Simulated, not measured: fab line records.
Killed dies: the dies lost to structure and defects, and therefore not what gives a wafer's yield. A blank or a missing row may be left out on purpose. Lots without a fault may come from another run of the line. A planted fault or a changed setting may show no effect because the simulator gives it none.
Split-lot study ; flow n5_finfet ; 21 wafers read across 7 lots, on a route 1938 steps long

THE SPLIT
At N5_BEOL_M8_DESCUM_16 (chemistry O2, time 7.9 s), the setting time_s was moved away from the recipe's 7.9 s on 7 of the 21 wafers read, by -21.8% to +20.9%. This setting was run at the recipe's value on the other wafers.

The split's own step is where the reading is taken.

THE READING
CAR-ArF_of_BEOL_M8_COAT_05.thk_nm (the simulator's own value, which no gauge read), in nm, at N5_BEOL_M8_DESCUM_16 (chemistry O2, time 7.9 s). No usual value for it is given in the file. Across the 14 wafers here that went through the recipe, the average is 83.5 nm and the standard deviation 0.26 nm.

wafer;tool, chamber at the split;time_s as run, s;against the recipe;CAR-ArF_of_BEOL_M8_COAT_05.thk_nm, nm;against lot-mates on the recipe
L076.1;rie_diel-02, 0,2;7.9;recipe;83.6;-
L076.3;rie_diel-02, 0,2;7.9;recipe;83.6;-
L076.5;rie_diel-02, 0;7.9;recipe;83.4;-
L088.2;rie_diel-06, 2;7.9;recipe;83.4;-
L088.3;rie_diel-06, 0;6.84;-13.4%;84.2;+0.8
L088.4;rie_diel-06, 1;6.84;-13.4%;84;+0.6
L089.2;rie_diel-01, 1;8.435;+6.8%;83.4;+0.0
L089.3;rie_diel-01, 2;7.9;recipe;83.2;-
L089.4;rie_diel-01, 3;7.9;recipe;83.6;-
L091.1;rie_diel-01, 1;7.9;recipe;83.4;-
L091.4;rie_diel-01, 2;7.9;recipe;83.2;-
L091.6;rie_diel-01, 0;7.9;recipe;83;-
L092.1;rie_diel-01, 3;7.9;recipe;84;-
L092.3;rie_diel-01, 2;7.368;-6.7%;84;+0.2
L092.6;rie_diel-01, 3;7.9;recipe;83.6;-
L095.1;rie_diel-02, 3;9.55;+20.9%;82.6;-1.2
L095.4;rie_diel-02, 1,3;7.9;recipe;83.8;-
L095.6;rie_diel-02, 1,3;7.9;recipe;83.8;-
L096.1;rie_diel-01, 1;6.18;-21.8%;84.4;+1.0
L096.3;rie_diel-01, 2;6.18;-21.8%;84.6;+1.2
L096.4;rie_diel-01, 0;7.9;recipe;83.4;-
Where a row lists several chambers, the file gives one row for several wafers and doesn't say which wafer went through which chamber.

THE FIT
A straight line over all 21 wafers: CAR-ArF_of_BEOL_M8_COAT_05.thk_nm changes by -0.0443 nm for each +1% of time_s; r = -0.87; the points scatter about the line by 0.24 nm.
The same after taking each lot's own level away (the mean of its wafers on the recipe; 21 wafers): -0.0506 nm for each +1%; r = -0.95; scatter 0.16 nm.
That fit puts the effect of the largest move of time_s on the reading at 1.1 nm.
Measured against the standard deviation above, the lots' own levels, which go from 83.20 to 83.80 nm, span 2.3 times it.
So the lot-to-lot level changes the slope: the two fits differ.
Check: +1.14 nm against its lot-mates is what the line predicts for one of the wafers moved furthest among these (-21.8%) when that wafer is left out of the fit. Against them it came out at +1 nm.

THE OTHER SPLITS THESE WAFERS WENT THROUGH
Other splits were also applied to these wafers ahead of the reading. Each is held against what the fit with the lots' levels taken away leaves over:
other split on the same wafers;wafers away from the commonest value;r with CAR-ArF_of_BEOL_M8_COAT_05.thk_nm (lot level and that fit taken away)
N5_BEOL_M6_COAT_22 spin_rpm;7;+0.13
N5_BEOL_M6_DESCUM_33 time_s;7;+0.02
N5_BEOL_M7_EXPOSE_25 dose_mj;6;+0.02
N5_BEOL_M8_EXPOSE_08 dose_mj;3;+0.07

THE FILE'S OWN FIT
CAR-ArF_of_BEOL_M8_COAT_05.thk_nm changes by -0.0506 nm for each +1% of time_s, r = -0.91.
